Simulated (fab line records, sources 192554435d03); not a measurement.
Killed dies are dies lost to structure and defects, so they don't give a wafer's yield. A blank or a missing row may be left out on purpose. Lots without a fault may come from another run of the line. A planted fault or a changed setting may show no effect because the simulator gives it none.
Split-lot experiment | flow n5_finfet | 7 lots, 39 wafers read, on a route of 1938 steps

THE SPLIT
At N5_GATE_CUT_ETCH_56 (etches TiN in Cl2/Ar, target depth 21.6 nm), the setting target_depth_a was moved away from the recipe's 216 angstrom on 15 of the 39 wafers read, by -8.2% to -3.8%. The other wafers ran this setting at the recipe's value.

The reading is taken at the split's own step.

THE READING
etch.depth_nm (the simulator's own value, which no gauge read), in nm, at N5_GATE_CUT_ETCH_56 (etches TiN in Cl2/Ar, target depth 21.6 nm). The file gives no usual value for it. The 24 wafers here that ran the recipe average 21.22 nm, standard deviation 0.5 nm.

wafer  | tool, chamber at the split | target_depth_a as run, angstrom | against the recipe | etch.depth_nm, nm | against lot-mates on the recipe
L078.1 | rie_metal-02, 1            | 216                             | recipe             | 20.86             | -
L078.2 | rie_metal-02, 0            | 216                             | recipe             | 20.7              | -
L078.3 | rie_metal-02, 1            | 216                             | recipe             | 20.69             | -
L078.4 | rie_metal-02, 0            | 216                             | recipe             | 20.51             | -
L078.5 | rie_metal-02, 1            | 216                             | recipe             | 20.81             | -
L078.6 | rie_metal-02, 0            | 216                             | recipe             | 20.63             | -
L080.1 | rie_metal-01, 1            | 203                             | -6.0%              | 20.18             | -1.57
L080.2 | rie_metal-01, 0            | 203                             | -6.0%              | 20.34             | -1.41
L080.3 | rie_metal-01, 1            | 203                             | -6.0%              | 19.99             | -1.76
L080.4 | rie_metal-01, 0            | 216                             | recipe             | 21.82             | -
L080.5 | rie_metal-01, 0            | 216                             | recipe             | 22.06             | -
L080.6 | rie_metal-01, 1            | 216                             | recipe             | 21.37             | -
L086.1 | rie_metal-02, 1            | 207.1                           | -4.1%              | 20.01             | -0.82
L086.2 | rie_metal-02, 0            | 207.1                           | -4.1%              | 19.72             | -1.11
L086.3 | rie_metal-02, 1            | 216                             | recipe             | 20.7              | -
L086.4 | rie_metal-02, 0            | 216                             | recipe             | 20.71             | -
L086.5 | rie_metal-02, 0            | 207.1                           | -4.1%              | 19.82             | -1.01
L086.6 | rie_metal-02, 1            | 216                             | recipe             | 21.09             | -
L092.1 | rie_metal-01, 0            | 216                             | recipe             | 21.52             | -
L092.2 | rie_metal-01, 1            | 216                             | recipe             | 21.03             | -
L092.3 | rie_metal-01, 1            | 207.8                           | -3.8%              | 20.45             | -0.95
L092.4 | rie_metal-01, 0            | 216                             | recipe             | 21.64             | -
L092.5 | rie_metal-01, 0            | 207.8                           | -3.8%              | 20.81             | -0.59
L092.6 | rie_metal-01, 1            | 207.8                           | -3.8%              | 20.22             | -1.18
L094.1 | rie_metal-01, 1            | 216                             | recipe             | 21.11             | -
L094.2 | rie_metal-01, 0            | 201.7                           | -6.6%              | 20.33             | -1.02
L094.3 | rie_metal-01, 0            | 216                             | recipe             | 21.71             | -
L094.4 | rie_metal-01, 1            | 201.7                           | -6.6%              | 19.81             | -1.54
L094.5 | rie_metal-01, 1            | 216                             | recipe             | 21.23             | -
L094.6 | rie_metal-01, 0            | 201.7                           | -6.6%              | 20.19             | -1.16
L095.1 | rie_metal-03, 1            | 216                             | recipe             | 21.01             | -
L095.2 | rie_metal-03, 0            | 216                             | recipe             | 22.17             | -
L095.3 | rie_metal-03, 1            | 216                             | recipe             | 21.11             | -
L095.4 | rie_metal-03, 0            | 198.3                           | -8.2%              | 20.22             | -1.21
L095.5 | rie_metal-03, 1            | 198.3                           | -8.2%              | 19.38             | -2.05
L095.6 | rie_metal-03, 0            | 198.3                           | -8.2%              | 20.46             | -0.97
L096.1 | rie_metal-03, 0            | 216                             | recipe             | 22.3              | -
L096.2 | rie_metal-03, 1            | 216                             | recipe             | 21.29             | -
L096.3 | rie_metal-03, 1            | 216                             | recipe             | 21.25             | -

THE FIT
A straight line over all 39 wafers: etch.depth_nm changes by +0.173 nm for each +1% of target_depth_a; r = +0.74; the points scatter about the line by 0.48 nm.
The same after taking each lot's own level away (the mean of its wafers on the recipe; 39 wafers): +0.202 nm for each +1%; r = +0.88; scatter 0.33 nm.
On that fit, the largest move of target_depth_a shifts the reading by 1.7 nm.
The lots' own levels span 20.700 to 21.750 nm, that is 2.1 times the standard deviation above.
So the lot-to-lot level blurs the effect unless lot-mates are compared.
Check: with one of the wafers moved furthest among these (-8.2%) left out of the fit, the line predicts -1.75 nm for it against its lot-mates. It came out at -1.21 nm against them.

OTHER SPLITS ON THESE WAFERS
These wafers also went through other splits before the reading. Each is held against what the fit with the lots' levels taken away leaves over:
other split on the same wafers        | wafers away from the commonest value | r with etch.depth_nm (lot level and that fit taken away)
N5_FIN_CUT_CUT_ETCH_15 target_depth_a | 15                                   | -0.06
N5_DUMMY_GATE_EXPOSE_12 dose_mj       | 15                                   | -0.32
N5_DUMMY_GATE_ETCH_37 source_w        | 18                                   | +0.09
N5_DUMMY_GATE_ETCH_32 time_s          | 15                                   | -0.13

THE FILE'S OWN FIT
etch.depth_nm changes by +0.206 nm for each +1% of target_depth_a, r = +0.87.
